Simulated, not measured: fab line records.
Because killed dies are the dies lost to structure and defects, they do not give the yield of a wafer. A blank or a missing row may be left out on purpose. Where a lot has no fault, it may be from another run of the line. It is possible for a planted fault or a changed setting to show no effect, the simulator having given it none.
fab line records / flow nandHarc
record: lots: 6 wafers: 18 lastDay: 25
route steps=1159 shown A_SOURCE_PLATE@418 A_ONON_D1@424 END@1159
lots untouched by any fault: they come from a run of this same line in which no faults occurred
startH: hours from the record's opening day to when the first of the lot's shown wafers began / waitH: hours from the lot's prior step to this one / " the same as in the row above / L1.1+2: several wafers, shown together as one row / - no value present, or no start provided / * or withheld: withheld / < > ~ a bound
route shown NAME@n: a module of which the file shows steps, and the number in the route of the first / usual: average and standard deviation across the fault-free wafers / same: alike in all rows / chamber/n: place in a boat / sites: readings site by site / _std_site: standard deviation of those values / _edge_site: the outer-site mean with the inner-site mean subtracted / radiusMm: for every site, how far away it sits from the centre of the wafer / mask NAME#n: copy n / behind: the most recent tool/chamber to have shaped the wafer / hold: the reason the lot was held/the length of the hold in hours/how it ended / device: names the non-switching transistor (n, p or np) / end of line: tests run on the same wafers once the route is complete / for a step that has no rows: nothing shown but its recipe / killed: dies lost to structure and defects at the first sort, not the wafer's yield / map: a wafer's dies, marking killed ones x, the rest . and places with no die _
set.NAME: the setting the step ran with; set.NAME@STEP: the setting that earlier step ran with / model.NAME: the simulator's own value behind a step, which no gauge read
lots at selected steps of the route; one table per step, one row per wafer
services: a tool's chamber out of use, with start hour (startH, from the record's first day; less than 0 if before it), hours out, and reason
== steps ==
step: NHARC_A_SOURCE_PLATE_CVD_03
recipe: targetThkA: 2000 tempC: 620 pressureMtorr: 200 timeS: 4000 material: poly-Si
step: NHARC_A_SOURCE_PLATE_ANNEAL_05
recipe: tempC: 850 timeS: 1800
step: NHARC_A_SOURCE_PLATE_THK_MEAS_06
recipe: thkMeasGauge: ellipsometry
usual: thkNm: 200.6/2.1
lot.wafer=L636.1 tool=filmMetro-01 chamber=- startH=170.01 waitH=0.4 thkNm=202.3
lot.wafer=L636.3 tool=filmMetro-01 chamber=- startH=170.01 waitH=0.4 thkNm=199.9
lot.wafer=L636.6 tool=filmMetro-01 chamber=- startH=170.01 waitH=0.4 thkNm=201.9
lot.wafer=L648.1 tool=filmMetro-02 chamber=- startH=230.35 waitH=0.4 thkNm=200.8
lot.wafer=L648.3 tool=filmMetro-02 chamber=- startH=230.35 waitH=0.4 thkNm=201.6
lot.wafer=L648.6 tool=filmMetro-02 chamber=- startH=230.35 waitH=0.4 thkNm=201.2
lot.wafer=L646.4 tool=filmMetro-02 chamber=- startH=243.63 waitH=0.4 thkNm=202.6
lot.wafer=L646.5 tool=filmMetro-02 chamber=- startH=243.63 waitH=0.4 thkNm=202.3
lot.wafer=L646.6 tool=filmMetro-02 chamber=- startH=243.63 waitH=0.4 thkNm=200.9
lot.wafer=L653.1 tool=filmMetro-02 chamber=- startH=272.27 waitH=0.4 thkNm=202.0
lot.wafer=L653.2 tool=filmMetro-02 chamber=- startH=272.27 waitH=0.4 thkNm=201.4
lot.wafer=L653.4 tool=filmMetro-02 chamber=- startH=272.27 waitH=0.4 thkNm=199.8
lot.wafer=L656.2 tool=filmMetro-01 chamber=- startH=291.01 waitH=0.4 thkNm=199.8
lot.wafer=L656.4 tool=filmMetro-01 chamber=- startH=291.01 waitH=0.4 thkNm=199.9
lot.wafer=L656.6 tool=filmMetro-01 chamber=- startH=291.01 waitH=0.4 thkNm=197.6
lot.wafer=L657.1 tool=filmMetro-01 chamber=- startH=300.94 waitH=0.4 thkNm=201.6
lot.wafer=L657.3 tool=filmMetro-01 chamber=- startH=300.94 waitH=0.4 thkNm=202.3
lot.wafer=L657.6 tool=filmMetro-01 chamber=- startH=300.94 waitH=0.4 thkNm=201.2
step: NHARC_A_SOURCE_PLATE_INSPECT_08
usual: rawDefectCount: 59/23
lot.wafer=L636.1 tool=defectInspect-01 chamber=- startH=170.07 waitH=0.0 rawDefectCount=62
lot.wafer=L636.3 tool=defectInspect-01 chamber=- startH=170.07 waitH=0.0 rawDefectCount=67
lot.wafer=L636.6 tool=defectInspect-01 chamber=- startH=170.07 waitH=0.0 rawDefectCount=64
lot.wafer=L648.1 tool=defectInspect-02 chamber=- startH=230.41 waitH=0.0 rawDefectCount=52
lot.wafer=L648.3 tool=defectInspect-02 chamber=- startH=230.41 waitH=0.0 rawDefectCount=50
lot.wafer=L648.6 tool=defectInspect-02 chamber=- startH=230.41 waitH=0.0 rawDefectCount=17
lot.wafer=L646.4 tool=defectInspect-02 chamber=- startH=243.72 waitH=0.0 rawDefectCount=38
lot.wafer=L646.5 tool=defectInspect-02 chamber=- startH=243.72 waitH=0.0 rawDefectCount=49
lot.wafer=L646.6 tool=defectInspect-02 chamber=- startH=243.72 waitH=0.0 rawDefectCount=41
lot.wafer=L653.1 tool=defectInspect-01 chamber=- startH=272.35 waitH=0.0 rawDefectCount=60
lot.wafer=L653.2 tool=defectInspect-01 chamber=- startH=272.35 waitH=0.0 rawDefectCount=62
lot.wafer=L653.4 tool=defectInspect-01 chamber=- startH=272.35 waitH=0.0 rawDefectCount=99
lot.wafer=L656.2 tool=defectInspect-01 chamber=- startH=291.08 waitH=0.0 rawDefectCount=96
lot.wafer=L656.4 tool=defectInspect-01 chamber=- startH=291.08 waitH=0.0 rawDefectCount=81
lot.wafer=L656.6 tool=defectInspect-01 chamber=- startH=291.08 waitH=0.0 rawDefectCount=60
lot.wafer=L657.1 tool=defectInspect-01 chamber=- startH=301.00 waitH=0.0 rawDefectCount=48
lot.wafer=L657.3 tool=defectInspect-01 chamber=- startH=301.00 waitH=0.0 rawDefectCount=51
lot.wafer=L657.6 tool=defectInspect-01 chamber=- startH=301.00 waitH=0.0 rawDefectCount=46
step: NHARC_A_ONON_D1_DEP_00
recipe: targetThkA: 10000 n2FlowSccm: 2750 n2oFlowSccm: 2000 nh3FlowSccm: 500 sih4FlowSccm: 210 tempC: 400
step: NHARC_A_ONON_D1_THK_MEAS_02
recipe: thkMeasGauge: ellipsometry
usual: thkNm: 999/8.4
lot.wafer=L636.1 tool=filmMetro-02 chamber=- startH=170.65 waitH=- thkNm=1001
lot.wafer=L636.3 tool=filmMetro-02 chamber=- startH=170.65 waitH=- thkNm=1002
lot.wafer=L636.6 tool=filmMetro-02 chamber=- startH=170.65 waitH=- thkNm=1001
lot.wafer=L648.1 tool=filmMetro-01 chamber=- startH=230.99 waitH=- thkNm=1005
lot.wafer=L648.3 tool=filmMetro-01 chamber=- startH=230.99 waitH=- thkNm=1006
lot.wafer=L648.6 tool=filmMetro-01 chamber=- startH=230.99 waitH=- thkNm=1006
lot.wafer=L646.4 tool=filmMetro-01 chamber=- startH=244.48 waitH=- thkNm=987
lot.wafer=L646.5 tool=filmMetro-01 chamber=- startH=244.48 waitH=- thkNm=986
lot.wafer=L646.6 tool=filmMetro-01 chamber=- startH=244.48 waitH=- thkNm=988
lot.wafer=L653.1 tool=filmMetro-01 chamber=- startH=272.92 waitH=- thkNm=994
lot.wafer=L653.2 tool=filmMetro-01 chamber=- startH=272.92 waitH=- thkNm=996
lot.wafer=L653.4 tool=filmMetro-01 chamber=- startH=272.92 waitH=- thkNm=993
lot.wafer=L656.2 tool=filmMetro-02 chamber=- startH=291.65 waitH=- thkNm=997
lot.wafer=L656.4 tool=filmMetro-02 chamber=- startH=291.65 waitH=- thkNm=999
lot.wafer=L656.6 tool=filmMetro-02 chamber=- startH=291.65 waitH=- thkNm=1000
lot.wafer=L657.1 tool=filmMetro-01 chamber=- startH=301.58 waitH=- thkNm=981
lot.wafer=L657.3 tool=filmMetro-01 chamber=- startH=301.58 waitH=- thkNm=981
lot.wafer=L657.6 tool=filmMetro-01 chamber=- startH=301.58 waitH=- thkNm=984
step: NHARC_A_ONON_D1_DEP_03
recipe: targetThkA: 10000 n2FlowSccm: 2750 n2oFlowSccm: 2000 nh3FlowSccm: 500 sih4FlowSccm: 210 tempC: 400
step: NHARC_A_ONON_D1_THK_MEAS_05
recipe: thkMeasGauge: ellipsometry
usual: thkNm: 1001/13
lot.wafer=L636.1 tool=filmMetro-01 chamber=- startH=171.22 waitH=- thkNm=991
lot.wafer=L636.3 tool=filmMetro-01 chamber=- startH=171.22 waitH=- thkNm=990
lot.wafer=L636.6 tool=filmMetro-01 chamber=- startH=171.22 waitH=- thkNm=992
lot.wafer=L648.1 tool=filmMetro-02 chamber=- startH=231.55 waitH=- thkNm=1023
lot.wafer=L648.3 tool=filmMetro-02 chamber=- startH=231.55 waitH=- thkNm=1022
lot.wafer=L648.6 tool=filmMetro-02 chamber=- startH=231.55 waitH=- thkNm=1022
lot.wafer=L646.4 tool=filmMetro-02 chamber=- startH=245.05 waitH=- thkNm=1002
lot.wafer=L646.5 tool=filmMetro-02 chamber=- startH=245.05 waitH=- thkNm=1002
lot.wafer=L646.6 tool=filmMetro-02 chamber=- startH=245.05 waitH=- thkNm=1004
lot.wafer=L653.1 tool=filmMetro-02 chamber=- startH=273.49 waitH=- thkNm=1013
lot.wafer=L653.2 tool=filmMetro-02 chamber=- startH=273.49 waitH=- thkNm=1014
lot.wafer=L653.4 tool=filmMetro-02 chamber=- startH=273.49 waitH=- thkNm=1014
lot.wafer=L656.2 tool=filmMetro-02 chamber=- startH=292.22 waitH=- thkNm=1004
lot.wafer=L656.4 tool=filmMetro-02 chamber=- startH=292.22 waitH=- thkNm=1004
lot.wafer=L656.6 tool=filmMetro-02 chamber=- startH=292.22 waitH=- thkNm=1005
lot.wafer=L657.1 tool=filmMetro-02 chamber=- startH=302.99 waitH=- thkNm=1006
lot.wafer=L657.3 tool=filmMetro-02 chamber=- startH=302.99 waitH=- thkNm=1006
lot.wafer=L657.6 tool=filmMetro-02 chamber=- startH=302.99 waitH=- thkNm=1007
step: NHARC_A_ONON_D1_DEP_06
recipe: targetThkA: 10000 n2FlowSccm: 2750 n2oFlowSccm: 2000 nh3FlowSccm: 500 sih4FlowSccm: 210 tempC: 400
step: NHARC_A_ONON_D1_THK_MEAS_08
recipe: thkMeasGauge: ellipsometry
usual: thkNm: 999/7.9
lot.wafer=L636.1 tool=filmMetro-01 chamber=- startH=171.78 waitH=- thkNm=1003
lot.wafer=L636.3 tool=filmMetro-01 chamber=- startH=171.78 waitH=- thkNm=1000
lot.wafer=L636.6 tool=filmMetro-01 chamber=- startH=171.78 waitH=- thkNm=1002
lot.wafer=L648.1 tool=filmMetro-02 chamber=- startH=232.12 waitH=- thkNm=988
lot.wafer=L648.3 tool=filmMetro-02 chamber=- startH=232.12 waitH=- thkNm=988
lot.wafer=L648.6 tool=filmMetro-02 chamber=- startH=232.12 waitH=- thkNm=989
lot.wafer=L646.4 tool=filmMetro-01 chamber=- startH=245.61 waitH=- thkNm=986
lot.wafer=L646.5 tool=filmMetro-01 chamber=- startH=245.61 waitH=- thkNm=987
lot.wafer=L646.6 tool=filmMetro-01 chamber=- startH=245.61 waitH=- thkNm=986
lot.wafer=L653.1 tool=filmMetro-02 chamber=- startH=274.05 waitH=- thkNm=994
lot.wafer=L653.2 tool=filmMetro-02 chamber=- startH=274.05 waitH=- thkNm=992
lot.wafer=L653.4 tool=filmMetro-02 chamber=- startH=274.05 waitH=- thkNm=996
lot.wafer=L656.2 tool=filmMetro-01 chamber=- startH=292.78 waitH=- thkNm=1009
lot.wafer=L656.4 tool=filmMetro-01 chamber=- startH=292.78 waitH=- thkNm=1009
lot.wafer=L656.6 tool=filmMetro-01 chamber=- startH=292.78 waitH=- thkNm=1007
lot.wafer=L657.1 tool=filmMetro-02 chamber=- startH=304.03 waitH=- thkNm=1002
lot.wafer=L657.3 tool=filmMetro-02 chamber=- startH=304.03 waitH=- thkNm=1004
lot.wafer=L657.6 tool=filmMetro-02 chamber=- startH=304.03 waitH=- thkNm=1002
step: NHARC_A_ONON_D1_DEP_09
recipe: targetThkA: 10000 n2FlowSccm: 2750 n2oFlowSccm: 2000 nh3FlowSccm: 500 sih4FlowSccm: 210 tempC: 400
usual: n2oFlowSccm: 2001/5.3
lot.wafer=L636.1 tool=pecvdOnon-02 chamber=0 startH=171.84 waitH=0.1 n2oFlowSccm=2009
lot.wafer=L636.3 tool=pecvdOnon-02 chamber=0 startH=171.84 waitH=0.1 n2oFlowSccm=1999
lot.wafer=L636.6 tool=pecvdOnon-02 chamber=0 startH=171.84 waitH=0.1 n2oFlowSccm=1996
lot.wafer=L648.1 tool=pecvdOnon-01 chamber=0 startH=232.18 waitH=0.1 n2oFlowSccm=1993
lot.wafer=L648.3 tool=pecvdOnon-01 chamber=0 startH=232.18 waitH=0.1 n2oFlowSccm=1996
lot.wafer=L648.6 tool=pecvdOnon-01 chamber=0 startH=232.18 waitH=0.1 n2oFlowSccm=1996
lot.wafer=L646.4 tool=pecvdOnon-01 chamber=0 startH=245.84 waitH=0.2 n2oFlowSccm=1999
lot.wafer=L646.5 tool=pecvdOnon-01 chamber=0 startH=245.84 waitH=0.2 n2oFlowSccm=2009
lot.wafer=L646.6 tool=pecvdOnon-01 chamber=0 startH=245.84 waitH=0.2 n2oFlowSccm=1999
lot.wafer=L653.1 tool=pecvdOnon-03 chamber=0 startH=274.11 waitH=0.1 n2oFlowSccm=1995
lot.wafer=L653.2 tool=pecvdOnon-03 chamber=0 startH=274.11 waitH=0.1 n2oFlowSccm=2001
lot.wafer=L653.4 tool=pecvdOnon-03 chamber=0 startH=274.11 waitH=0.1 n2oFlowSccm=1997
lot.wafer=L656.2 tool=pecvdOnon-03 chamber=0 startH=292.90 waitH=0.1 n2oFlowSccm=2009
lot.wafer=L656.4 tool=pecvdOnon-03 chamber=0 startH=292.90 waitH=0.1 n2oFlowSccm=2008
lot.wafer=L656.6 tool=pecvdOnon-03 chamber=0 startH=292.90 waitH=0.1 n2oFlowSccm=2007
lot.wafer=L657.1 tool=pecvdOnon-01 chamber=0 startH=304.23 waitH=0.2 n2oFlowSccm=2004
lot.wafer=L657.3 tool=pecvdOnon-01 chamber=0 startH=304.23 waitH=0.2 n2oFlowSccm=2003
lot.wafer=L657.6 tool=pecvdOnon-01 chamber=0 startH=304.23 waitH=0.2 n2oFlowSccm=2002
step: NHARC_A_ONON_D1_THK_MEAS_11
recipe: thkMeasGauge: ellipsometry
usual: thkNm: 999/7.9
lot.wafer=L636.1 tool=filmMetro-02 chamber=- startH=172.35 waitH=- thkNm=1005
lot.wafer=L636.3 tool=filmMetro-02 chamber=- startH=172.35 waitH=- thkNm=1003
lot.wafer=L636.6 tool=filmMetro-02 chamber=- startH=172.35 waitH=- thkNm=1006
lot.wafer=L648.1 tool=filmMetro-02 chamber=- startH=232.69 waitH=- thkNm=1047
lot.wafer=L648.3 tool=filmMetro-02 chamber=- startH=232.69 waitH=- thkNm=1049
lot.wafer=L648.6 tool=filmMetro-02 chamber=- startH=232.69 waitH=- thkNm=1052
lot.wafer=L646.4 tool=filmMetro-01 chamber=- startH=246.18 waitH=- thkNm=1040
lot.wafer=L646.5 tool=filmMetro-01 chamber=- startH=246.18 waitH=- thkNm=1041
lot.wafer=L646.6 tool=filmMetro-01 chamber=- startH=246.18 waitH=- thkNm=1043
lot.wafer=L653.1 tool=filmMetro-01 chamber=- startH=274.62 waitH=- thkNm=1007
lot.wafer=L653.2 tool=filmMetro-01 chamber=- startH=274.62 waitH=- thkNm=1003
lot.wafer=L653.4 tool=filmMetro-01 chamber=- startH=274.62 waitH=- thkNm=1006
lot.wafer=L656.2 tool=filmMetro-02 chamber=- startH=293.36 waitH=- thkNm=984
lot.wafer=L656.4 tool=filmMetro-02 chamber=- startH=293.36 waitH=- thkNm=984
lot.wafer=L656.6 tool=filmMetro-02 chamber=- startH=293.36 waitH=- thkNm=982
lot.wafer=L657.1 tool=filmMetro-02 chamber=- startH=304.74 waitH=- thkNm=999
lot.wafer=L657.3 tool=filmMetro-02 chamber=- startH=304.74 waitH=- thkNm=999
lot.wafer=L657.6 tool=filmMetro-02 chamber=- startH=304.74 waitH=- thkNm=999
step: NHARC_A_ONON_D1_DEP_12
recipe: targetThkA: 10000 n2FlowSccm: 2750 n2oFlowSccm: 2000 nh3FlowSccm: 500 sih4FlowSccm: 210 tempC: 400
step: NHARC_END_SORT_01
recipe: tempC: 25
usual: killedAtArray: 28/11 killedAtOther: 0.7/1.1 killedAtPeriphery: 2.9/2 killedDies: 32/11 killedOpen: 3.2/1.8 killedShort: 2.0/1.4
same: grossDies: 677
lot.wafer=L648.1 tool=prober-01 chamber=0 startH=508.08 waitH=2.5 killedAtArray=332 killedAtOther=0 killedAtPeriphery=2 killedDies=334 killedOpen=8 killedShort=2
lot.wafer=L648.3 tool=prober-01 chamber=0 startH=509.67 waitH=3.1 killedAtArray=328 killedAtOther=1 killedAtPeriphery=3 killedDies=332 killedOpen=4 killedShort=1
lot.wafer=L648.6 tool=prober-01 chamber=0 startH=512.05 waitH=4.0 killedAtArray=336 killedAtOther=0 killedAtPeriphery=4 killedDies=340 killedOpen=5 killedShort=2
lot.wafer=L646.4 tool=prober-02 chamber=0 startH=520.14 waitH=3.4 killedAtArray=302 killedAtOther=0 killedAtPeriphery=6 killedDies=308 killedOpen=2 killedShort=0
lot.wafer=L646.5 tool=prober-02 chamber=0 startH=520.94 waitH=3.7 killedAtArray=318 killedAtOther=0 killedAtPeriphery=0 killedDies=318 killedOpen=3 killedShort=2
lot.wafer=L646.6 tool=prober-02 chamber=0 startH=521.74 waitH=4.0 killedAtArray=335 killedAtOther=0 killedAtPeriphery=3 killedDies=338 killedOpen=4 killedShort=3
killed by level:class
L648.1 A_ONON_D1:areaDep=303 A_SLIT:chamberFilmFlake=9 A_CHANNEL_HOLE_D1:chamberFilmFlake=5 A_ONON_D1:geometricParticle:open=4 A_CONTACT:chamberFilmFlake=3 A_ONON_D1:geometricParticle:short=2 A_CONTACT:geometricParticle:open=2 A_STAIRCASE:chamberFilmFlake=2
L648.3 A_ONON_D1:areaDep=295 A_SLIT:chamberFilmFlake=15 A_CONTACT:chamberFilmFlake=4 A_STAIRCASE:chamberFilmFlake=3 A_CHANNEL_HOLE_D1:chamberFilmFlake=2 A_CONTACT:geometricParticle:open=2 A_WL_FILL:chamberFilmFlake=2 A_M1:chamberFilmFlake=2
L648.6 A_ONON_D1:areaDep=302 A_SLIT:chamberFilmFlake=13 A_CHANNEL_HOLE_D1:chamberFilmFlake=6 A_CONTACT:chamberFilmFlake=6 A_STAIRCASE:chamberFilmFlake=3 P_M0:geometricParticle:open=1 P_M1:geometricParticle:short=1 A_ONON_D1:geometricParticle:open=1
L646.4 A_ONON_D1:areaDep=278 A_SLIT:chamberFilmFlake=10 A_CHANNEL_HOLE_D1:chamberFilmFlake=4 A_CONTACT:chamberFilmFlake=4 P_GATE:chamberFilmFlake=3 A_ZERO_WELL:chamberFilmFlake=2 A_CONTACT:geometricParticle:open=1 A_M0:geometricParticle:open=1
L646.5 A_ONON_D1:areaDep=296 A_SLIT:chamberFilmFlake=7 A_CHANNEL_HOLE_D1:chamberFilmFlake=6 A_ZERO_WELL:chamberFilmFlake=2 A_ONON_D1:geometricParticle:open=1 A_CHANNEL_HOLE_D1:geometricParticle:short=1 A_WL_FILL:geometricParticle:short=1 A_CONTACT:geometricParticle:open=1
L646.6 A_ONON_D1:areaDep=307 A_SLIT:chamberFilmFlake=13 A_CONTACT:chamberFilmFlake=4 A_CHANNEL_HOLE_D1:chamberFilmFlake=3 A_CHANNEL_FILL_D1:geometricParticle:open=2 A_WL_FILL:geometricParticle:short=2 A_CONTACT:geometricParticle:open=2 P_M0:chamberFilmFlake=2
map L646.6 (x killed, . not)
____________.____________
_________.x....x_________
_______.....x....._______
______.x...xxxx.xx.______
_____...xx.x.xxx.xx._____
____....xxx.x..xx..xx____
____.xxxx.xxx.x...x..____
___.xx.xx.x.xxxxx..xx.___
___..xxxxxx.xx.xxxxxxx___
__xxxx.....x..xx..xxx..__
__xx..xx..xx....x....xx__
_x.......x..x.xx..xx.x.x_
_..x..xxx.x.x.....xxx..x_
_..xxxx.xx......x..xx.x._
_.xx.......x.x.xx.xx.xx._
_x..x.x.x....x..xx.xxx.._
xxx.x.xx..xxx.x...x.x.x.x
xx....x.x.x..xxx.xx.xxx.x
xxx...x.xx.x.x.xxx...xx.x
x.....x.x.x.xxx...xx.xx..
x...xx..x...x..xx....xxx.
_x.xxx.xx.xxx...xx...x.._
_xxxx.x.x..x..x.x.x...xx_
_..xxxxxxx...xxx.xx.x.xx_
_x.xx.xx.x.xx.x.xxxxxx.x_
_x.xxxxxxx..x.x...x....._
__x.xx.xxxxx..x.x.x..xx__
__...x..x..xxx.x..x.x..__
___.x.xxxx.x....x.xxx.___
___xxxx.xx.xxx.x.xx.xx___
____.x....x.....xx.xx____
____.x..xxx.....xxx.x____
_____x...x.x....xxxx_____
______.xx....xxx.x.______
_______x........xx_______
_________.xx.x.._________
____________x____________
map L648.6 (x killed, . not)
____________x____________
_________x..xx.x_________
_______..x..x..xxx_______
______x.xxx...x.x..______
_____.x.xx.......x.._____
____.xx.x....xxxxx...____
____x...x.x..xx.x.xxx____
___.x..xx...xxxx...xxx___
___xx...x..x......xxx.___
__...x...xxx..xxxx...xx__
__..x..x.....x.x.x..xx.__
_x.xx...xx..xx..x.xx.x.x_
_x...x..x.x.x....xx.x..x_
_xxx.xxx....xx..xx..xxxx_
_x.x.xxxx....xxx.x.x.xxx_
_x.xx...x.xx....xx.xxxxx_
xx.x.x.x..xx.x.xxxxxx.x..
....x.xx.xxxxx.x..x..xx..
.x..x.x.x..x...x.x.xxx..x
x...xxxxxxxxxx...xxxxx...
.xx..xx.xxxxx.x......x..x
_.x..xxxx..x.xx..xxx.x.._
_.x.x...xx.x.xxxx..x...x_
_.x.x....x...xx.xx.x.x.._
_xx.x..x.xx.xx..x.x.x..x_
_....x.....x..xxxxx.x..x_
__x.xx..xxxx....xxxxxx.__
__...xx...x..xx..xx....__
___..x..x...x...x..xxx___
___.x.x...xx.x..xxx.xx___
____xxxxx.xxx..xxxxxx____
____xxx..xx.xx.xxxxxx____
_____.x..x.xxx...x.x_____
______xx.xx..xxxxxx______
_______xxxxx......_______
_________.x....._________
____________x____________
== services ==
tool=pecvdOnon-03 chamber=- startH=153.40 hours=13.0 kind=pm
tool=pecvdOnon-01 chamber=- startH=195.00 hours=13.0 kind=pm
tool=pecvdOnon-02 chamber=- startH=289.50 hours=0.5 kind=repair
tool=pecvdOnon-02 chamber=- startH=292.62 hours=13.0 kind=pm
tool=pecvdOnon-03 chamber=- startH=298.80 hours=4.6 kind=repair
== key ==
firstSign: step: NHARC_A_ONON_D1_THK_MEAS_11 reading: thkNm direction: up sigmas: 5.8 usual: 999 struck: 1045
effect: step: NHARC_END_SORT_01 reading: killedAtArray direction: up sigmas: 27 usual: 28 struck: 325
moreKillsBornAt: NHARC_A_ONON_D1_DEP_09@pecvdOnon-01: 1781
metAt NHARC_A_ONON_D1_DEP_09
struckWafers L646.4,L646.5,L646.6,L648.1,L648.3,L648.6
testerLeftOut L646,L648
fault: kind: processParameterDrift tool: pecvdOnon-01 chamber: - onsetH: 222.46 steps: NHARC_A_ONON_D1_DEP_09 channel: targetThkA offset: * shape: step endH: 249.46 actsIn: * stated: *
testerLeftOut: of these lots the tester's yield and bins aren't shown, on N5 and GAA mostly nor the transistor test; their killed dies are dies lost to structure and defects alone, not to doping, threshold or leakage, so they don't give the yield
